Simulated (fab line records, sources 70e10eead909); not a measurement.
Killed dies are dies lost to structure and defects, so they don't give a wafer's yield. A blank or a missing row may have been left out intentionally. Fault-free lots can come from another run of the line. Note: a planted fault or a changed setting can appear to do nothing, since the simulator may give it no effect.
Which tool is to blame? | flow nand_harc | at 1 step of a route of 1159, 15 lots with 45 wafers sampled

## WHAT THE GAUGES SHOWED, per wafer
NHARC_P_M0_INSPECT_27.
lot  | measured     | on                | raw_defect_count
L675 | day 5 22:53  | defect_inspect-01 | 261 257 335
L676 | day 6 13:49  | defect_inspect-01 | 200 263 148
L677 | day 6 16:56  | defect_inspect-01 | 266 278 376
L678 | day 6 17:17  | defect_inspect-02 | 452 274 409
L679 | day 7 03:56  | defect_inspect-01 | 331 1120 464
L681 | day 7 12:27  | defect_inspect-02 | 305 292 394
L684 | day 8 04:40  | defect_inspect-01 | 466 157 242
L686 | day 8 16:00  | defect_inspect-01 | 443 331 342
L688 | day 9 09:04  | defect_inspect-02 | 323 333 199
L690 | day 10 00:17 | defect_inspect-01 | 296 228 367
L689 | day 10 00:47 | defect_inspect-02 | 206 238 357
L691 | day 10 01:24 | defect_inspect-01 | 205 181 186
L693 | day 10 06:37 | defect_inspect-02 | 264 212 250
L692 | day 10 09:15 | defect_inspect-02 | 272 178 290
L698 | day 11 10:36 | defect_inspect-01 | 492 467 406

## WHICH TOOL RAN EACH LOT (tool, then ch and the chambers of the sampled wafers, then the start)
The record holds no process step before these readings.

## AS READ BY THE TOOLS THEMSELVES (means over the sampled wafers that have a number; for cases with no such wafer, the mark the record gives instead)
The record holds no such reading with a usual standard deviation.

## THE ANSWER, worked out from the rows above alone
Rule: what is usual is taken from the lots themselves. The widest of any qualifying gaps counts: lots, ordered by their means at a reading, are off when they make up no more than a third of the lots, leave a main group of 4 or more, and stand apart from it by 3 or more times the standard deviation of that group's means. If all means in a main group match to the digits the tables above print for the reading, that group is not used. Also off: a lot with no number at a reading for which 4 or more lots have one. All remaining lots with rows at the step are treated as sound. Order of review: gauges by route order, followed by the tools' own readings, for which a lot's mean as printed above is used. At the first step where some lot is off, the reading lying furthest off is the one used; lots without a number count as furthest.
None of the lots is off at any reading shown; this tells nothing.

## WHAT THE SIMULATOR PUT IN
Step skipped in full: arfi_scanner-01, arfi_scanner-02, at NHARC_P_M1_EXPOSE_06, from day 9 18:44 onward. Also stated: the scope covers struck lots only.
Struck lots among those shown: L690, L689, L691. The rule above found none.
